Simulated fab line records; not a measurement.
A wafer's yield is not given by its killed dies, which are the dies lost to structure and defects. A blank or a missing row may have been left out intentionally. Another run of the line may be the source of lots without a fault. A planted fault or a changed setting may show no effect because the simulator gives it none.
Split-lot trial / flow n5Finfet / on a route of 1938 steps: 7 lots, 21 wafers read

THE SPLIT ITSELF
At N5_BEOL_M11_PECVD_70 (deposits SiO2 from TEOS/O2, target thk 20 nm, time 22.7 s), the setting tempC was moved away from the recipe's 400 C on 6 of the 21 wafers read, by -4.4% to +3.0%. For the rest of the wafers, this setting stayed at what the recipe calls for.

FROM THE SPLIT TO THE READING: what the file shows between them, 3 steps
- N5_BEOL_M11_HM_DEP_02: deposits TiN, target thk 20 nm
- N5_BEOL_M11_COAT_59: time 60 s, resist thk 100 nm
- N5_BEOL_M11_STRIP_77: strips in N2/H2, time 10 s

THE READING
SiO2_of_BEOL_M11_PECVD_70.thkNm (the simulator's own value, which no gauge read), in nm, at N5_BEOL_M11_HM_STRIP_39 (strips TiN in peroxide tin strip, target depth 25 nm, time 158 s). There is no usual value for it anywhere in the file. The 15 wafers here that ran the recipe average 19.9 nm, standard deviation 0.36 nm.

wafer=L077.1; tool, chamber at the split=pecvd-02, 2; tempC as run, C=382.2; against the recipe=-4.4%; SiO2_of_BEOL_M11_PECVD_70.thkNm, nm=22; against lot-mates on the recipe=+2.1
wafer=L077.2; tool, chamber at the split=pecvd-02, 1; tempC as run, C=400; against the recipe=recipe; SiO2_of_BEOL_M11_PECVD_70.thkNm, nm=19.4; against lot-mates on the recipe=-
wafer=L077.5; tool, chamber at the split=pecvd-02, 0; tempC as run, C=400; against the recipe=recipe; SiO2_of_BEOL_M11_PECVD_70.thkNm, nm=20.4; against lot-mates on the recipe=-
wafer=L078.1; tool, chamber at the split=pecvd-01, 1; tempC as run, C=386.2; against the recipe=-3.4%; SiO2_of_BEOL_M11_PECVD_70.thkNm, nm=21.6; against lot-mates on the recipe=+1.6
wafer=L078.4; tool, chamber at the split=pecvd-01, 0; tempC as run, C=400; against the recipe=recipe; SiO2_of_BEOL_M11_PECVD_70.thkNm, nm=20.2; against lot-mates on the recipe=-
wafer=L078.6; tool, chamber at the split=pecvd-01, 1; tempC as run, C=400; against the recipe=recipe; SiO2_of_BEOL_M11_PECVD_70.thkNm, nm=19.8; against lot-mates on the recipe=-
wafer=L086.2; tool, chamber at the split=pecvd-03, 1; tempC as run, C=400; against the recipe=recipe; SiO2_of_BEOL_M11_PECVD_70.thkNm, nm=19.4; against lot-mates on the recipe=-
wafer=L086.4; tool, chamber at the split=pecvd-03, 2; tempC as run, C=400; against the recipe=recipe; SiO2_of_BEOL_M11_PECVD_70.thkNm, nm=20; against lot-mates on the recipe=-
wafer=L086.5; tool, chamber at the split=pecvd-03, 1; tempC as run, C=400; against the recipe=recipe; SiO2_of_BEOL_M11_PECVD_70.thkNm, nm=19.6; against lot-mates on the recipe=-
wafer=L087.2; tool, chamber at the split=pecvd-02, 1; tempC as run, C=400; against the recipe=recipe; SiO2_of_BEOL_M11_PECVD_70.thkNm, nm=19.4; against lot-mates on the recipe=-
wafer=L087.3; tool, chamber at the split=pecvd-02, 2; tempC as run, C=400; against the recipe=recipe; SiO2_of_BEOL_M11_PECVD_70.thkNm, nm=19.4; against lot-mates on the recipe=-
wafer=L087.5; tool, chamber at the split=pecvd-02, 0; tempC as run, C=400; against the recipe=recipe; SiO2_of_BEOL_M11_PECVD_70.thkNm, nm=20; against lot-mates on the recipe=-
wafer=L093.1; tool, chamber at the split=pecvd-01, 2; tempC as run, C=412.1; against the recipe=+3.0%; SiO2_of_BEOL_M11_PECVD_70.thkNm, nm=18.4; against lot-mates on the recipe=-1.4
wafer=L093.2; tool, chamber at the split=pecvd-01, 1; tempC as run, C=412.1; against the recipe=+3.0%; SiO2_of_BEOL_M11_PECVD_70.thkNm, nm=17.8; against lot-mates on the recipe=-2.0
wafer=L093.6; tool, chamber at the split=pecvd-01, 1; tempC as run, C=400; against the recipe=recipe; SiO2_of_BEOL_M11_PECVD_70.thkNm, nm=19.8; against lot-mates on the recipe=-
wafer=L094.3; tool, chamber at the split=pecvd-03, 0; tempC as run, C=400; against the recipe=recipe; SiO2_of_BEOL_M11_PECVD_70.thkNm, nm=20.4; against lot-mates on the recipe=-
wafer=L094.4; tool, chamber at the split=pecvd-03, 1; tempC as run, C=405; against the recipe=+1.2%; SiO2_of_BEOL_M11_PECVD_70.thkNm, nm=19.2; against lot-mates on the recipe=-1.2
wafer=L094.5; tool, chamber at the split=pecvd-03, 2; tempC as run, C=405; against the recipe=+1.2%; SiO2_of_BEOL_M11_PECVD_70.thkNm, nm=19.4; against lot-mates on the recipe=-1.0
wafer=L097.3; tool, chamber at the split=pecvd-02, 1; tempC as run, C=400; against the recipe=recipe; SiO2_of_BEOL_M11_PECVD_70.thkNm, nm=19.8; against lot-mates on the recipe=-
wafer=L097.4; tool, chamber at the split=pecvd-02, 0; tempC as run, C=400; against the recipe=recipe; SiO2_of_BEOL_M11_PECVD_70.thkNm, nm=20.2; against lot-mates on the recipe=-
wafer=L097.6; tool, chamber at the split=pecvd-02, 1; tempC as run, C=400; against the recipe=recipe; SiO2_of_BEOL_M11_PECVD_70.thkNm, nm=20.2; against lot-mates on the recipe=-

FIT RESULTS
A straight line over all 21 wafers: SiO2_of_BEOL_M11_PECVD_70.thkNm changes by -0.519 nm for each +1% of tempC; r = -0.93; the points scatter about the line by 0.34 nm.
The same after taking each lot's own level away (the mean of its wafers on the recipe; 21 wafers): -0.524 nm for each +1%; r = -0.95; scatter 0.3 nm.
That fit puts the effect of the largest move of tempC on the reading at 2.3 nm.
Across the lots, their own levels run from 19.60 to 20.40 nm, a range of 2.3 times the standard deviation given above.
The two slopes agree, so the slope changes little with the lot-to-lot level.
Check: +2.38 nm against its lot-mates is what the line predicts for one of the wafers moved furthest among these (-4.4%) when that wafer is left out of the fit. It came out at +2.1 nm against them.

OTHER SPLITS ON THESE WAFERS
These wafers also went through other splits before the reading. Each is held against what the fit with the lots' levels taken away leaves over:
other split on the same wafers=N5_BEOL_M8_DEVELOP_10 developTimeS; wafers away from the commonest value=6; r with SiO2_of_BEOL_M11_PECVD_70.thkNm (lot level and that fit taken away)=-0.15
other split on the same wafers=N5_BEOL_M8_EXPOSE_25 doseMj; wafers away from the commonest value=8; r with SiO2_of_BEOL_M11_PECVD_70.thkNm (lot level and that fit taken away)=+0.06
other split on the same wafers=N5_BEOL_M9_COAT_22 spinRpm; wafers away from the commonest value=6; r with SiO2_of_BEOL_M11_PECVD_70.thkNm (lot level and that fit taken away)=-0.10
other split on the same wafers=N5_BEOL_M9_ETCH_66 timeS; wafers away from the commonest value=10; r with SiO2_of_BEOL_M11_PECVD_70.thkNm (lot level and that fit taken away)=+0.06
other split on the same wafers=N5_BEOL_M10_ETCH_41 sourceW; wafers away from the commonest value=4; r with SiO2_of_BEOL_M11_PECVD_70.thkNm (lot level and that fit taken away)=+0.05
other split on the same wafers=N5_BEOL_M11_ILD_DEP_00 timeS; wafers away from the commonest value=10; r with SiO2_of_BEOL_M11_PECVD_70.thkNm (lot level and that fit taken away)=+0.04

THE WHOLE CHAIN: every reading that the file lists as answering this split, in the file's order
step=N5_BEOL_M11_PECVD_70; what it does=deposits SiO2 from TEOS/O2, target thk 20 nm, time 22.7 s; reading=SiO2_of_BEOL_M11_PECVD_70.thkNm (the simulator's own value, which no gauge read); change (the file's fit)=-0.491 nm for each +1% of the setting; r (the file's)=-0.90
step=N5_BEOL_M11_HM_STRIP_39; what it does=strips TiN in peroxide tin strip, target depth 25 nm, time 158 s; reading=SiO2_of_BEOL_M11_PECVD_70.thkNm (the simulator's own value, which no gauge read); change (the file's fit)=-0.504 nm for each +1% of the setting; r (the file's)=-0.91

FILE'S OWN FIT
SiO2_of_BEOL_M11_PECVD_70.thkNm changes by -0.504 nm for each +1% of tempC, r = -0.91.
